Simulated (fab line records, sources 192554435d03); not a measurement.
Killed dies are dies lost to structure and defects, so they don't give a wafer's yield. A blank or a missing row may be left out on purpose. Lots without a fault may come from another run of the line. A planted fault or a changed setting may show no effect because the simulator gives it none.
fab line records | flow n5_finfet
record lots=24 wafers=72 last_day=17
route steps=1938 shown BEOL_M5@1151 BEOL_M6@1232
lots that met no fault: from a run of the same line without faults
start_h: hours from the record's first day to the start of the lot's first wafer shown | wait_h: hours since the lot's step before | " the same as in the row above | L1.1+2: a row that stands for several wafers | - no value, or no start given | * or withheld: withheld | < > ~ a bound
route shown NAME@n: a module of which the file shows steps, and the number in the route of the first | usual: mean/standard deviation of fault-free wafers | same: alike in all rows | chamber/n: place in a boat | sites: the reading at each site | _std_site: their standard deviation | _edge_site: outer sites' mean less inner sites' | radius_mm: how far each site lies from the wafer's centre | mask NAME#n: copy n | behind: the tool/chamber that last shaped the wafer | hold: why the lot was held/for how many hours/how that ended | device: the transistor (n, p or np) that didn't switch | end of line: the same wafers' tests at the end of the route | a step without rows: its recipe alone | killed: dies lost to structure and defects at the first sort, not the wafer's yield | map: a wafer's dies, x killed, . not, _ none there
set.NAME: the setting as run; set.NAME@STEP: as run at that earlier step | model.NAME: the simulator's own value behind a step, which no gauge read
steps of the route over a sample of lots; a table a step, a row a wafer
services: from which hour (start_h, from the record's first day; less than 0 if before it) a tool's chamber was out of use, for how many hours, and why
## steps
# step N5_BEOL_M5_DESCUM_33
# recipe chemistry=O2 time_s=7 source_power_w=50 bias_power_w=20 pressure_mtorr=20 rf_frequency_hz=2.712e+07 temp_c=40 resist=CAR-EUV o2_flow_sccm=225
# usual bias_power_w=20.00/0.06 drypump_motor_current_A=5.47/0.25 oes_product_au=0.80/0.096 rf_vpp_V=243.2/1.3 showerhead_plenum_p_Torr=2.10/0.068 throttle_valve_pct=20.44/0.25
# columns lot.wafer tool chamber start_h wait_h bias_power_w drypump_motor_current_A oes_product_au rf_hours_counter_h rf_vpp_V showerhead_plenum_p_Torr throttle_valve_pct
L074.1 rie_diel-02 2 172.48 0.0 19.93 5.81 0.85 74 241.5 2.12 20.01
L074.2 " 0 " " 19.95 5.11 0.68 230 246.0 2.17 20.62
L074.5 " 3 " " 20.09 5.35 0.75 - 241.7 2.00 20.48
L075.1 rie_diel-01 3 175.58 0.0 20.01 5.17 0.85 53 243.2 2.13 20.66
L075.2 " 0 " " 20.10 5.42 0.76 151 241.2 2.01 20.58
L075.3 " 2 " " 20.02 5.74 0.68 232 243.3 2.15 20.88
L076.1 rie_diel-02 0 178.23 0.1 20.01 5.09 0.68 232 244.3 2.16 20.63
L076.2 " 2 " " 19.94 5.83 0.84 75 243.9 2.12 20.00
L076.4 " 1 " " 19.88 5.67 0.83 60 243.6 2.03 20.42
L077.2 rie_diel-06 3 181.51 0.0 19.99 5.87 0.86 68 244.4 2.22 20.11
L077.3 " 2 " " 19.93 5.38 0.74 180 244.1 2.17 20.27
L077.5 " 1 " " 20.00 5.34 0.69 - 242.4 2.07 20.58
L078.2 rie_diel-02 0 194.53 0.5 20.02 5.11 0.68 238 244.9 2.16 20.62
L078.3 " 2 " " 19.99 5.83 0.83 81 243.3 2.12 19.98
L078.6 " 3 " " 20.06 5.32 0.75 - 241.7 2.00 20.48
L079.1 rie_diel-01 3 197.04 0.3 19.91 5.15 0.84 59 243.3 2.13 20.68
L079.4 " 1 " " 20.04 5.49 1.00 5 244.2 2.16 20.01
L079.6 " 0 " " 19.96 5.41 0.75 - 241.9 2.01 20.60
L080.4 rie_diel-01 3 200.71 0.1 20.04 5.16 0.84 60 243.8 2.13 20.68
L080.5 " 0 " " 19.96 5.39 0.75 - 242.0 2.01 20.61
L080.6 " 3 " " 19.91 5.19 0.85 - 243.7 2.13 20.70
L081.3 rie_diel-02 2 210.21 0.0 19.98 5.83 0.84 86 243.8 2.12 20.01
L081.4 " 3 " " 20.01 5.31 0.76 165 241.2 2.00 20.50
L081.5 " 3 " " 20.09 5.30 0.75 - 240.6 2.00 20.48
L082.1 rie_diel-06 3 216.07 0.0 20.12 5.89 0.84 78 244.2 2.22 20.12
L082.2 " 2 " " 20.00 5.41 0.73 190 243.7 2.17 20.28
L082.6 " 2 " " 19.86 5.44 0.73 - 244.3 2.17 20.27
L083.2 rie_diel-01 3 220.51 0.5 19.97 5.16 0.84 67 243.3 2.13 20.68
L083.4 " 0 " " 20.01 5.41 0.74 165 242.5 2.01 20.61
L083.6 " 3 " " 20.02 5.17 0.85 - 244.2 2.13 20.69
L084.1 rie_diel-01 1 222.68 0.0 19.97 5.48 0.96 13 242.1 2.15 20.01
L084.2 " 3 " " 19.94 5.16 0.84 67 243.3 2.13 20.68
L084.6 " 0 " " 19.98 5.42 0.74 - 242.4 2.01 20.60
L085.1 rie_diel-01 3 237.88 0.2 20.07 5.16 0.84 72 243.5 2.12 20.71
L085.5 " 3 " " 20.00 5.16 0.84 - 243.9 2.12 20.71
L085.6 " 1 " " 20.02 5.48 0.96 - 244.0 2.15 20.03
L086.1 rie_diel-06 3 246.20 0.0 19.95 5.90 0.84 87 243.8 2.22 20.14
L086.2 " 0 " " 20.07 5.78 0.68 248 242.0 2.05 20.59
L086.4 " 2 " " 20.11 5.42 0.72 199 244.5 2.17 20.29
L087.1 rie_diel-02 1 253.63 0.0 19.99 5.65 0.80 82 241.1 2.02 20.48
L087.5 " 0 " " 19.91 5.09 0.97 - 244.3 2.16 20.20
L087.6 " 1 " " 20.02 5.66 0.81 - 241.4 2.03 20.47
L089.1 rie_diel-01 3 253.89 0.0 19.99 5.17 0.83 78 244.5 2.12 20.73
L089.3 " 0 " " 19.96 5.41 0.74 176 241.7 2.01 20.62
L089.4 " 3 " " 20.04 5.16 0.83 - 243.3 2.12 20.72
L088.1 rie_diel-01 1 275.44 1.0 19.97 5.49 0.93 29 244.8 2.15 20.04
L088.4 " 3 " " 20.00 5.18 0.83 84 243.0 2.12 20.72
L088.5 " 2 " " 20.07 5.75 0.99 - 244.4 2.14 20.52
L090.3 rie_diel-02 2 285.26 0.0 19.99 5.82 0.81 109 243.3 2.11 20.06
L090.5 " 0 " " 20.04 5.12 0.91 - 244.2 2.15 20.22
L090.6 " 3 " " 20.03 5.35 0.73 - 243.1 1.99 20.51
L092.2 rie_diel-02 0 285.79 0.3 20.04 5.10 0.92 12 243.4 2.15 20.23
L092.4 " 3 " " 19.86 5.34 0.72 188 240.7 1.99 20.53
L092.6 " 0 " " 19.99 5.12 0.92 - 244.7 2.15 20.24
L091.1 rie_diel-06 3 285.99 0.4 19.90 5.92 0.82 100 245.7 2.21 20.15
L091.4 " 3 " " 20.00 5.90 0.82 - 245.4 2.21 20.15
L091.5 " 0 " " 20.00 5.76 0.99 - 241.4 2.05 20.23
L093.1 rie_diel-06 3 306.30 0.0 20.02 5.88 0.82 106 243.8 2.21 20.17
L093.4 " 2 " " 20.07 5.37 0.70 218 243.6 2.16 20.32
L093.6 " 2 " " 20.02 5.44 0.70 - 245.7 2.16 20.31
L094.1 rie_diel-01 2 306.35 0.0 19.98 5.71 0.94 13 244.5 2.14 20.55
L094.2 " 1 " " 19.98 5.48 0.91 38 243.0 2.15 20.05
L094.6 " 0 " " 20.02 5.41 0.72 - 241.0 2.00 20.62
L097.1 rie_diel-02 2 315.66 0.0 20.05 5.79 0.80 119 244.6 2.11 20.06
L097.2 " 1 " " 20.17 5.66 0.79 103 243.8 2.02 20.51
L097.3 " 3 " " 20.10 5.34 0.72 197 241.1 1.99 20.52
L095.3 rie_diel-01 2 315.84 0.0 20.00 5.74 0.93 16 244.0 2.14 20.55
L095.5 " 3 " " 19.97 5.16 0.81 - 243.3 2.12 20.73
L095.6 " 2 " " 20.10 5.73 0.95 - 245.7 2.14 20.54
L096.1 rie_diel-06 3 321.97 0.0 20.05 5.89 0.81 111 244.0 2.21 20.19
L096.4 " 2 " " 20.01 5.44 0.70 223 242.3 2.16 20.31
L096.6 " 1 " " 20.03 5.31 0.66 - 242.7 2.06 20.63
# step N5_BEOL_M5_ALD_86
# recipe material=TaN target_thk_a=* temp_c=275 ald_precursor_family=PDMAT ald_co_reactant=NH3 pressure_torr=3 carrier_flow_sccm=1500 pulse_time_s=2 purge_time_s=3 co_reactant_purge_time_s=2 co_reactant_pulse_time_s=3 ald_cycles=30 precursor_vessel_temp_c=75 precursor_vessel_pressure_torr=26.25 precursor_vessel_carrier_sccm=1000
# usual heater_power_w=414/32
# same co_reactant_purge_time_s=2
# columns lot.wafer tool chamber start_h wait_h heater_power_w
L074.1 ald_metal-02 1 173.84 0.3 356
L074.2 " 2 " " 430
L074.5 " 2 " " 426
L075.1 ald_metal-03 0 177.05 0.2 390
L075.2 " 2 " " 424
L075.3 " 1 " " 425
L076.1 ald_metal-03 0 179.65 0.1 406
L076.2 " 1 " " 421
L076.4 " 2 " " 408
L077.2 ald_metal-01 1 183.09 0.1 495
L077.3 " 2 " " 380
L077.5 " 2 " " 381
L078.2 ald_metal-02 2 195.71 0.0 419
L078.3 " 1 " " 349
L078.6 " 2 " " 424
L079.1 ald_metal-03 2 198.44 0.0 425
L079.4 " 2 " " 412
L079.6 " 0 " " 394
L080.4 ald_metal-03 0 202.11 0.1 399
L080.5 " 2 " " 420
L080.6 " 0 " " 386
L081.3 ald_metal-01 2 211.62 0.1 391
L081.4 " 1 " " 483
L081.5 " 3 " " 400
L082.1 ald_metal-02 2 217.38 0.1 419
L082.2 " 0 " " 421
L082.6 " 3 " " 435
L083.2 ald_metal-03 1 223.35 0.0 415
L083.4 " 0 " " 400
L083.6 " 1 " " 435
L084.1 ald_metal-02 1 223.80 0.1 357
L084.2 " 0 " " 427
L084.6 " 1 " " 348
L085.1 ald_metal-03 2 239.18 0.0 417
L085.5 " 1 " " 419
L085.6 " 2 " " 411
L086.1 ald_metal-03 0 247.56 0.0 392
L086.2 " 2 " " 422
L086.4 " 0 " " 401
L087.1 ald_metal-02 2 254.73 0.0 428
L087.5 " 3 " " 417
L087.6 " 2 " " 424
L089.1 ald_metal-01 0 255.05 0.0 432
L089.3 " 3 " " 401
L089.4 " 1 " " 488
L088.1 ald_metal-02 0 278.06 0.0 424
L088.4 " 2 " " 422
L088.5 " 3 " " 431
L090.3 ald_metal-01 1 286.31 0.0 495
L090.5 " 0 " " 437
L090.6 " 1 " " 505
L092.2 ald_metal-02 0 287.49 0.1 416
L092.4 " 3 " " 434
L092.6 " 1 " " 345
L091.1 ald_metal-02 0 287.72 0.0 426
L091.4 " 1 " " 357
L091.5 " 0 " " 423
L093.1 ald_metal-03 0 307.57 0.1 397
L093.4 " 1 " " 419
L093.6 " 0 " " 391
L094.1 ald_metal-01 1 307.59 0.0 505
L094.2 " 3 " " 387
L094.6 " 3 " " 393
L097.1 ald_metal-03 0 317.07 0.1 404
L097.2 " 2 " " 428
L097.3 " 1 " " 427
L095.3 ald_metal-01 3 317.22 0.0 396
L095.5 " 3 " " 390
L095.6 " 1 " " 475
L096.1 ald_metal-02 3 323.14 0.0 428
L096.4 " 2 " " 422
L096.6 " 2 " " 419
# step N5_BEOL_M5_ANNEAL_84
# recipe temp_c=400 time_s=1800 ambient=vacuum
# usual heater_power_w=829/63 susceptor_temp_C_max=401.0/0.46
# columns lot.wafer tool chamber start_h wait_h heater_power_w susceptor_temp_C_max
L074.1 pvd_sputter-03 - 177.01 0.0 778 402.2
L074.2 " - " " 869 402.1
L074.5 " - " " 940 400.8
L075.1 pvd_sputter-02 - 179.95 0.0 869 400.6
L075.2 " - " " 759 400.9
L075.3 " - " " 769 400.8
L076.1 pvd_sputter-03 - 182.66 0.0 880 401.7
L076.2 " - " " 772 401.1
L076.4 " - " " 937 400.7
L077.2 pvd_sputter-01 - 185.94 0.0 822 401.4
L077.3 " - " " 788 400.5
L077.5 " - " " 777 400.8
L078.2 pvd_sputter-03 - 198.72 0.0 787 401.1
L078.3 " - " " 943 401.2
L078.6 " - " " 875 402.3
L079.1 pvd_sputter-03 - 203.53 0.0 777 401.1
L079.4 " - " " 923 400.9
L079.6 " - " " 927 400.3
L080.4 pvd_sputter-02 - 204.94 0.0 750 400.6
L080.5 " - " " 881 400.8
L080.6 " - " " 740 400.4
L081.3 pvd_sputter-02 - 214.57 0.0 860 400.7
L081.4 " - " " 756 400.6
L081.5 " - " " 780 401.1
L082.1 pvd_sputter-01 - 220.25 0.0 793 401.2
L082.2 " - " " 771 400.9
L082.6 " - " " 891 401.4
L083.2 pvd_sputter-03 - 226.05 0.0 860 401.3
L083.4 " - " " 984 400.6
L083.6 " - " " 884 401.6
L084.1 pvd_sputter-01 - 226.52 0.0 803 401.0
L084.2 " - " " 875 401.3
L084.6 " - " " 818 401.2
L085.1 pvd_sputter-01 - 243.67 0.0 778 400.8
L085.5 " - " " 889 401.4
L085.6 " - " " 772 400.8
L086.1 pvd_sputter-01 - 252.05 0.0 780 401.1
L086.2 " - " " 817 401.3
L086.4 " - " " 897 401.7
L087.1 pvd_sputter-01 - 257.50 0.0 771 400.8
L087.5 " - " " 812 400.9
L087.6 " - " " 808 401.4
L089.1 pvd_sputter-02 - 258.32 0.0 742 400.6
L089.3 " - " " 751 400.7
L089.4 " - " " 758 401.2
L088.1 pvd_sputter-01 - 280.83 0.0 827 401.4
L088.4 " - " " 776 400.8
L088.5 " - " " 825 401.2
L090.3 pvd_sputter-03 - 289.05 0.0 953 401.0
L090.5 " - " " 919 400.8
L090.6 " - " " 860 402.0
L092.2 pvd_sputter-01 - 290.29 0.0 877 401.2
L092.4 " - " " 753 401.7
L092.6 " - " " 894 401.5
L091.1 pvd_sputter-02 - 290.92 0.0 766 401.2
L091.4 " - " " 759 400.6
L091.5 " - " " 770 400.7
L093.1 pvd_sputter-01 - 310.35 0.0 808 400.4
L093.4 " - " " 851 401.4
L093.6 " - " " 882 401.1
L094.1 pvd_sputter-02 - 310.38 0.0 748 400.3
L094.2 " - " " 778 400.8
L094.6 " - " " 766 400.7
L097.1 pvd_sputter-01 - 319.89 0.0 780 401.2
L097.2 " - " " 781 401.2
L097.3 " - " " 896 401.0
L095.3 pvd_sputter-02 - 320.09 0.0 773 400.4
L095.5 " - " " 752 400.6
L095.6 " - " " 777 400.5
L096.1 pvd_sputter-03 - 326.03 0.0 930 400.4
L096.4 " - " " 870 401.8
L096.6 " - " " 767 400.9
# step N5_BEOL_M5_THK_MEAS_53
# recipe thk_meas_gauge=xrf reads=Cu_of_BEOL_M5_ECD_50
# usual M5_THK=62.6/2
# columns lot.wafer tool chamber start_h wait_h M5_THK[nm]
L074.1 film_metro-01 - 179.90 - 62.0
L074.2 " - " " 62.9
L074.5 " - " " 62.4
L075.1 film_metro-02 - 182.84 - 60.1
L075.2 " - " " 61.7
L075.3 " - " " 60.0
L076.1 film_metro-02 - 185.55 - 59.4
L076.2 " - " " 63.6
L076.4 " - " " 61.5
L077.2 film_metro-02 - 189.24 - 63.5
L077.3 " - " " 62.5
L077.5 " - " " 61.5
L078.2 film_metro-02 - 201.63 0.3 62.6
L078.3 " - " " 63.2
L078.6 " - " " 61.4
L079.1 film_metro-01 - 206.60 - 62.2
L079.4 " - " " 63.4
L079.6 " - " " 62.2
L080.4 film_metro-02 - 207.95 - 58.1
L080.5 " - " " 61.0
L080.6 " - " " 59.5
L081.3 film_metro-02 - 217.46 - 59.4
L081.4 " - " " 59.7
L081.5 " - " " 59.3
L082.1 film_metro-01 - 223.24 - 63.7
L082.2 " - " " 64.2
L082.6 " - " " 64.7
L083.2 film_metro-02 - 228.95 - 63.1
L083.4 " - " " 63.8
L083.6 " - " " 61.2
L084.1 film_metro-02 - 229.41 - 63.3
L084.2 " - " " 64.0
L084.6 " - " " 63.1
L085.1 film_metro-02 - 246.82 - 61.1
L085.5 " - " " 61.6
L085.6 " - " " 62.9
L086.1 film_metro-02 - 255.29 - 65.2
L086.2 " - " " 63.4
L086.4 " - " " 66.0
L087.1 film_metro-02 - 260.39 - 64.1
L087.5 " - " " 63.3
L087.6 " - " " 61.9
L089.1 film_metro-02 - 261.48 - 61.9
L089.3 " - " " 61.0
L089.4 " - " " 61.6
L088.1 film_metro-02 - 283.71 - 65.0
L088.4 " - " " 61.5
L088.5 " - " " 66.1
L090.3 film_metro-01 - 291.94 - 64.6
L090.5 " - " " 64.1
L090.6 " - " " 61.3
L092.2 film_metro-02 - 293.19 - 65.2
L092.4 " - " " 62.5
L092.6 " - " " 66.1
L091.1 film_metro-01 - 293.81 - 62.1
L091.4 " - " " 60.9
L091.5 " - " " 61.8
L093.1 film_metro-02 - 313.24 - 63.0
L093.4 " - " " 62.4
L093.6 " - " " 62.0
L094.1 film_metro-01 - 313.27 - 66.6
L094.2 " - " " 62.8
L094.6 " - " " 63.9
L097.1 film_metro-01 - 322.95 - 63.2
L097.2 " - " " 65.9
L097.3 " - " " 63.9
L095.3 film_metro-02 - 322.97 - 63.6
L095.5 " - " " 58.9
L095.6 " - " " 63.9
L096.1 film_metro-01 - 329.06 - 65.6
L096.4 " - " " 65.0
L096.6 " - " " 64.9
# step N5_BEOL_M5_DEP_56
# recipe material=SiCN target_thk_a=80 temp_c=withheld precursor=3MS/NH3 pressure_torr=3 rf_w=202 time_s=14
# usual showerhead_plenum_p_Torr=3.664/0.017 throttle_valve_pct=8.8/0.47
# columns lot.wafer tool chamber start_h wait_h showerhead_plenum_p_Torr throttle_valve_pct
L074.1 pecvd-03 1 180.15 0.0 3.655 9.4
L074.2 " 2 " " 3.655 8.7
L074.5 " 2 " " 3.660 8.7
L075.1 pecvd-03 1 183.04 0.0 3.647 9.3
L075.2 " 2 " " 3.665 8.6
L075.3 " 2 " " 3.661 8.4
L076.1 pecvd-02 1 185.74 0.0 3.671 9.1
L076.2 " 2 " " 3.671 8.0
L076.4 " 1 " " 3.668 9.1
L077.2 pecvd-04 2 189.57 0.0 3.617 8.7
L077.3 " 1 " " 3.675 8.7
L077.5 " 0 " " 3.673 8.9
L078.2 pecvd-02 1 201.82 0.0 3.671 9.2
L078.3 " 2 " " 3.666 7.9
L078.6 " 2 " " 3.675 8.0
L079.1 pecvd-02 2 206.81 0.0 3.656 8.2
L079.4 " 1 " " 3.660 9.1
L079.6 " 0 " " 3.686 9.1
L080.4 pecvd-02 0 208.16 0.0 3.688 9.2
L080.5 " 2 " " 3.668 7.9
L080.6 " 1 " " 3.672 9.2
L081.3 pecvd-03 1 217.68 0.0 3.656 9.6
L081.4 " 0 " " 3.680 9.2
L081.5 " 1 " " 3.655 9.4
L082.1 pecvd-04 0 223.49 0.0 3.678 8.6
L082.2 " 1 " " 3.665 8.9
L082.6 " 1 " " 3.660 8.9
L083.2 pecvd-02 1 229.16 0.0 3.661 9.2
L083.4 " 2 " " 3.668 8.3
L083.6 " 1 " " 3.656 9.3
L084.1 pecvd-03 0 229.62 0.0 3.681 9.0
L084.2 " 1 " " 3.651 9.4
L084.6 " 0 " " 3.686 8.9
L085.1 pecvd-04 2 247.02 0.0 3.626 8.9
L085.5 " 0 " " 3.674 8.7
L085.6 " 1 " " 3.673 8.9
L086.1 pecvd-03 1 255.48 0.0 3.652 9.5
L086.2 " 2 " " 3.658 7.9
L086.4 " 2 " " 3.663 7.9
L087.1 pecvd-03 2 260.58 0.0 3.662 7.7
L087.5 " 0 " " 3.681 8.8
L087.6 " 1 " " 3.652 9.3
L089.1 pecvd-03 2 261.67 0.0 3.663 7.9
L089.3 " 0 " " 3.673 8.9
L089.4 " 0 " " 3.688 8.8
L088.1 pecvd-04 1 283.97 0.0 3.669 9.0
L088.4 " 2 " " 3.624 8.9
L088.5 " 0 " " 3.680 8.6
L090.3 pecvd-02 0 292.13 0.0 3.677 9.0
L090.5 " 1 " " 3.667 9.0
L090.6 " 2 " " 3.656 8.1
L092.2 pecvd-03 2 293.38 0.0 3.659 7.9
L092.4 " 2 " " 3.659 7.9
L092.6 " 1 " " 3.649 9.3
L091.1 pecvd-04 0 294.01 0.0 3.666 8.6
L091.4 " 0 " " 3.676 8.8
L091.5 " 2 " " 3.622 8.8
L093.1 pecvd-04 1 313.43 0.0 3.674 8.8
L093.4 " 2 " " 3.629 9.0
L093.6 " 0 " " 3.678 8.8
L094.1 pecvd-02 1 313.46 0.0 3.668 9.3
L094.2 " 2 " " 3.671 8.1
L094.6 " 0 " " 3.677 8.9
L097.1 pecvd-04 2 323.15 0.0 3.629 8.9
L097.2 " 1 " " 3.664 8.7
L097.3 " 0 " " 3.671 9.1
L095.3 pecvd-02 0 323.18 0.0 3.681 9.1
L095.5 " 1 " " 3.661 9.2
L095.6 " 2 " " 3.664 7.6
L096.1 pecvd-02 0 329.25 0.0 3.673 9.0
L096.4 " 0 " " 3.669 8.9
L096.6 " 1 " " 3.667 9.4
# step N5_BEOL_M6_ETCH_65
# recipe chemistry=CF4 target=SiARC target_depth_a=156 mask_material=CAR-EUV time_s=26 ion_energy_ev=80 pressure_mtorr=40 source_w=545 bias_w=36 Ar_flow_sccm=100 cf4_flow_sccm=100 ends=cleared
# usual cf4_flow_sccm=99.95/0.29 drypump_motor_current_A=5.9/0.48 etch_rf_on_time_s=26.0/0.63 mfc_ar_sccm=100.1/0.31 oes_product_au=0.67/0.092 rf_vpp_V=184.0/1.2 showerhead_plenum_p_Torr=2.14/0.072 throttle_valve_pct=15.55/0.22
# columns lot.wafer tool chamber start_h wait_h cf4_flow_sccm drypump_motor_current_A etch_rf_on_time_s mfc_ar_sccm oes_product_au rf_hours_counter_h rf_vpp_V showerhead_plenum_p_Torr throttle_valve_pct
L074.1 rie_diel-04 0 184.43 0.0 99.84 6.6 27.1 99.7 0.59 206 185.3 2.21 15.48
L074.2 " 3 " " 100.33 6.1 26.0 100.3 0.68 122 182.7 2.07 15.35
L074.5 " 1 " " 99.51 6.1 25.4 99.7 0.60 - 184.7 2.19 15.46
L075.1 rie_diel-05 2 188.39 0.0 99.76 6.0 26.1 100.0 0.58 243 182.4 2.03 15.83
L075.2 " 0 " " 100.08 5.8 26.2 100.3 0.58 238 182.4 2.02 15.56
L075.3 " 3 " " 100.11 6.1 26.8 100.0 0.59 229 184.8 2.20 15.48
L076.1 rie_diel-05 0 190.73 0.0 100.79 5.9 26.3 99.4 0.58 239 182.1 2.02 15.57
L076.2 " 1 " " 99.91 5.0 26.5 100.2 0.60 194 184.9 2.13 15.49
L076.4 " 2 " " 100.02 6.0 26.1 100.5 0.59 244 183.6 2.03 15.84
L077.2 rie_diel-05 0 194.18 0.0 99.85 5.9 26.2 99.9 0.58 241 181.7 2.02 15.55
L077.3 " 3 " " 100.30 6.1 26.4 100.3 0.60 231 183.9 2.20 15.48
L077.5 " 2 " " 100.22 5.9 26.4 100.2 0.58 - 183.3 2.03 15.84
L078.2 rie_diel-03 3 207.20 0.0 99.83 5.5 25.4 99.9 0.75 52 183.8 2.11 15.65
L078.3 " 2 " " 99.86 6.0 26.2 100.2 0.61 235 186.9 2.19 16.12
L078.6 " 1 " " 99.79 6.6 24.9 99.5 0.73 - 184.8 2.09 15.34
L079.1 rie_diel-05 3 210.55 0.0 100.18 6.1 26.3 100.0 0.59 237 186.2 2.20 15.49
L079.4 " 1 " " 99.88 5.0 26.3 100.5 0.60 - 183.6 2.13 15.51
L079.6 " 0 " " 99.90 5.8 26.0 100.3 0.58 - 182.5 2.02 15.56
L080.4 rie_diel-03 1 211.93 0.0 99.84 6.6 25.0 100.2 0.73 73 183.8 2.09 15.34
L080.5 " 0 " " 100.25 5.3 26.4 99.8 0.60 - 183.5 2.13 15.73
L080.6 " 1 " " 99.95 6.6 24.9 100.0 0.73 - 182.8 2.09 15.31
L081.3 rie_diel-03 1 222.60 0.0 99.44 6.6 25.3 100.3 0.71 77 183.4 2.09 15.33
L081.4 " 2 " " 99.92 6.0 26.5 100.0 0.59 240 184.7 2.19 16.11
L081.5 " 3 " " 100.05 5.5 25.7 99.0 0.74 - 183.5 2.11 15.63
L082.1 rie_diel-04 0 231.07 0.0 100.35 6.6 27.2 99.9 0.58 221 184.0 2.20 15.49
L082.2 " 2 " " 99.69 6.3 25.9 99.9 0.59 233 182.5 2.11 15.98
L082.6 " 2 " " 100.27 6.3 25.8 100.0 0.59 - 184.4 2.11 15.97
L083.2 rie_diel-05 3 233.85 0.0 99.84 6.1 26.6 99.8 0.59 248 184.1 2.19 15.51
L083.4 " 3 " " 99.86 6.2 26.5 100.3 0.59 - 184.2 2.19 15.51
L083.6 " 1 " " 99.79 5.0 26.8 100.2 0.60 - 184.6 2.12 15.52
L084.1 rie_diel-04 0 234.07 0.0 99.88 6.5 27.0 100.2 0.58 222 185.4 2.20 15.49
L084.2 " 2 " " 99.94 6.3 25.9 99.8 0.59 235 183.8 2.11 15.96
L084.6 " 0 " " 100.55 6.6 26.9 99.7 0.58 - 185.0 2.20 15.49
L085.1 rie_diel-05 2 253.68 0.0 100.03 5.9 25.2 100.1 0.83 12 185.9 2.28 15.40
L085.5 " 3 " " 99.65 6.1 26.5 100.2 0.58 - 185.8 2.19 15.52
L085.6 " 1 " " 99.87 5.0 26.4 100.5 0.59 - 185.4 2.12 15.54
L087.1 rie_diel-05 1 265.03 0.0 99.94 5.0 26.9 100.5 0.59 226 184.3 2.12 15.55
L087.5 " 2 " " 100.21 5.9 25.1 100.2 0.82 - 186.0 2.28 15.40
L087.6 " 3 " " 99.97 6.1 26.9 100.0 0.57 - 184.9 2.19 15.53
L086.1 rie_diel-03 3 265.46 0.0 100.21 5.5 25.7 99.6 0.72 73 182.7 2.10 15.67
L086.2 " 0 " " 99.94 5.3 26.4 100.7 0.59 221 182.3 2.12 15.75
L086.4 " 3 " " 100.33 5.5 25.7 99.9 0.73 - 183.2 2.10 15.69
L089.1 rie_diel-05 2 265.47 0.0 100.12 6.0 25.2 100.1 0.82 17 185.4 2.28 15.41
L089.3 " 3 " " 100.21 6.2 26.9 100.1 0.58 261 185.0 2.19 15.53
L089.4 " 0 " " 100.09 5.9 25.5 100.3 0.86 0 185.3 2.27 15.07
L088.1 rie_diel-05 0 291.73 0.0 100.01 5.8 25.4 99.7 0.81 11 184.7 2.27 15.09
L088.4 " 2 " " 100.07 5.9 25.0 99.7 0.80 - 186.5 2.27 15.43
L088.5 " 0 " " 99.96 5.9 25.5 100.1 0.81 - 185.3 2.26 15.10
L090.3 rie_diel-04 1 295.20 0.0 99.93 6.1 25.9 99.6 0.80 12 184.6 2.18 15.04
L090.5 " 3 " " 99.90 6.1 27.1 100.3 0.63 - 184.2 2.06 15.45
L090.6 " 2 " " 99.85 6.3 26.0 99.6 0.83 - 184.7 2.10 15.48
L092.2 rie_diel-05 0 298.09 0.0 99.69 5.9 25.4 99.5 0.80 13 183.9 2.26 15.10
L092.4 " 0 " " 99.45 5.9 25.4 99.8 0.79 - 185.6 2.26 15.11
L092.6 " 1 " " 100.16 5.0 27.2 100.5 0.57 - 182.9 2.11 15.59
L091.1 rie_diel-03 0 298.51 0.0 100.02 5.3 26.7 100.3 0.59 232 185.7 2.12 15.77
L091.4 " 2 " " 100.08 6.0 25.8 99.7 0.81 10 184.7 2.18 15.67
L091.5 " 0 " " 99.58 5.4 26.6 100.2 0.58 - 183.3 2.12 15.79
L093.1 rie_diel-03 3 322.13 0.0 100.09 5.5 25.7 100.1 0.71 91 183.3 2.10 15.72
L093.4 " 2 " " 100.03 6.0 26.0 99.9 0.79 19 184.5 2.18 15.72
L093.6 " 3 " " 100.36 5.5 25.6 100.1 0.70 - 182.5 2.10 15.70
L094.1 rie_diel-03 3 322.53 0.0 99.65 5.5 25.8 99.9 0.70 91 182.6 2.10 15.72
L094.2 " 0 " " 100.26 5.4 26.5 99.7 0.58 240 183.5 2.12 15.80
L094.6 " 0 " " 99.74 5.3 26.6 99.6 0.58 - 182.9 2.12 15.80
L097.1 rie_diel-03 1 328.84 0.0 99.74 6.6 25.2 100.2 0.69 109 184.4 2.08 15.39
L097.2 " 2 " " 99.37 6.0 25.7 100.3 0.79 21 184.5 2.18 15.69
L097.3 " 3 " " 100.39 5.5 25.7 99.7 0.70 93 183.4 2.10 15.71
L095.3 rie_diel-03 3 329.23 0.0 100.06 5.5 25.6 100.0 0.70 93 183.7 2.10 15.72
L095.5 " 3 " " 99.82 5.5 25.4 99.8 0.70 - 182.3 2.10 15.71
L095.6 " 0 " " 99.59 5.4 26.4 100.0 0.58 - 183.4 2.11 15.81
L096.1 rie_diel-05 2 333.15 0.0 99.91 6.0 25.4 100.0 0.76 44 184.4 2.27 15.46
L096.4 " 0 " " 100.30 5.9 25.5 100.3 0.78 - 186.2 2.26 15.13
L096.6 " 2 " " 99.82 6.0 25.0 100.1 0.77 - 184.9 2.27 15.46
## services
# columns tool chamber start_h hours kind
rie_diel-01 2 164.28 2.8 repair
rie_diel-05 - 172.74 15.6 pm
ald_metal-02 - 176.53 1.5 repair
pecvd-03 0 179.45 4.6 repair
ald_metal-02 0 187.53 3.4 repair
ald_metal-01 0 194.29 26.0 repair
pecvd-04 - 217.39 1.0 repair
pvd_sputter-03 - 235.09 39.9 repair
rie_diel-01 2 235.33 5.0 repair
ald_metal-02 - 238.45 1.0 repair
rie_diel-03 1 242.80 8.4 repair
rie_diel-02 1 243.32 8.0 repair
ald_metal-03 - 244.53 2.8 pm
ald_metal-01 1 248.51 5.8 repair
pecvd-02 2 257.54 8.1 repair
pecvd-02 - 258.78 6.9 repair
ald_metal-02 3 269.50 7.0 repair
pecvd-02 - 276.17 1.1 repair
pecvd-03 - 307.04 2.8 pm
pecvd-02 - 308.00 1.4 repair
rie_diel-03 3 308.90 6.4 repair
rie_diel-01 1 313.05 21.1 repair
ald_metal-03 0 324.61 11.5 repair
rie_diel-03 0 331.16 12.6 repair
## key
fault none
